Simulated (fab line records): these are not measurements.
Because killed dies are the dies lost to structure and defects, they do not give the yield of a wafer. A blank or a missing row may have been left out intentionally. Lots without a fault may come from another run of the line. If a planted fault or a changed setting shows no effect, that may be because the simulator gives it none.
Which tool was responsible? | flow nand harc | 12 lots with 36 wafers sampled at 4 steps, on a route of 1302 steps

## WHAT THE GAUGES READ, wafer by wafer
NHARC_A_M1_INSPECT_11.
lot  | measured     | on                | raw defect count
L076 | day 23 12:03 | defect inspect-02 | 54 72 63
L078 | day 24 08:39 | defect inspect-01 | 21 11 16
L081 | day 25 23:43 | defect inspect-01 | 25 26 20
L080 | day 26 06:02 | defect inspect-01 | 122 120 119
L083 | day 26 18:33 | defect inspect-02 | 135 118 137
L085 | day 27 15:59 | defect inspect-02 | 16 18 25
L087 | day 28 17:00 | defect inspect-01 | 63 81 68
L089 | day 28 23:49 | defect inspect-01 | 146 143 147
L092 | day 29 11:33 | defect inspect-02 | 58 66 68
L093 | day 30 12:14 | defect inspect-02 | 112 124 120
L096 | day 31 23:32 | defect inspect-02 | 27 21 21
L097 | day 32 07:11 | defect inspect-01 | 97 88 89

## EACH LOT AND THE TOOL THAT RAN IT (in order: tool; ch and the chambers of the sampled wafers; start)
lot  | NHARC_A_BLC_STRIP_21               | NHARC_A_M0_DESCUM_14               | NHARC_A_M0_ETCH_34
L076 | rie diel-01 ch 0,1,2, day 23 05:10 | rie diel-11 ch 1,2, day 23 08:03   | rie diel-11 ch 0,2,3, day 23 08:08
L078 | rie diel-05 ch 0,1,2, day 24 01:48 | rie diel-11 ch 0,2, day 24 04:40   | rie diel-11 ch 2,3, day 24 04:46
L081 | rie diel-01 ch 1,3, day 25 16:46   | rie diel-04 ch 0,2,3, day 25 19:40 | rie diel-04 ch 1,2, day 25 19:44
L080 | rie diel-01 ch 1,2, day 25 22:56   | rie diel-07 ch 1,2, day 26 01:49   | rie diel-07 ch 1,2,3, day 26 01:55
L083 | rie diel-09 ch 0,2,3, day 26 11:44 | rie diel-04 ch 0,1, day 26 14:37   | rie diel-04 ch 0,1,2, day 26 14:42
L085 | rie diel-09 ch 1,2, day 27 09:12   | rie diel-04 ch 0,2, day 27 11:58   | rie diel-04 ch 0,1,3, day 27 12:04
L087 | rie diel-09 ch 1,2, day 28 10:08   | rie diel-07 ch 0,2,3, day 28 13:02 | rie diel-07 ch 0,1,3, day 28 13:07
L089 | rie diel-05 ch 1,2,3, day 28 16:09 | rie diel-07 ch 1,2, day 28 19:05   | rie diel-07 ch 0,1,2, day 28 19:11
L092 | rie diel-01 ch 0,2,3, day 29 04:43 | rie diel-07 ch 0,1,2, day 29 07:29 | rie diel-07 ch 0,1,2, day 29 07:35
L093 | rie diel-01 ch 2,3, day 30 05:18   | rie diel-07 ch 0,2,3, day 30 08:11 | rie diel-07 ch 0,3, day 30 08:16
L096 | rie diel-05 ch 0,2,3, day 31 16:17 | rie diel-11 ch 0,2,3, day 31 19:37 | rie diel-11 ch 1,3, day 31 19:41
L097 | rie diel-05 ch 0,1,3, day 31 23:48 | rie diel-04 ch 0,3, day 32 02:41   | rie diel-04 ch 0,1, day 32 02:46
- NHARC_A_BLC_STRIP_21: strips in O2.
- NHARC_A_M0_DESCUM_14: chemistry O2, time 3 s.
- NHARC_A_M0_ETCH_34: etches the open film in N2/H2, target depth 40 nm, overetch 12 nm, time 43.94 s.

## THE ANSWER, worked out from the rows above alone
Rule: the usual values come from the lots themselves. The widest of any qualifying gaps counts: lots, ordered by their means at a reading, are off when they make up no more than a third of the lots, leave a main group of 4 or more, and stand apart from it by 3 or more times the standard deviation of that group's means. Not used: any main group whose means are identical at the precision the tables above print for the reading. Also off: a lot with no number at a reading for which 4 or more lots have one. All remaining lots with rows at the step are treated as sound.
No lot is off on any of the readings shown, so nothing can be concluded from this.

## WHAT HAD BEEN PUT IN BY THE SIMULATOR
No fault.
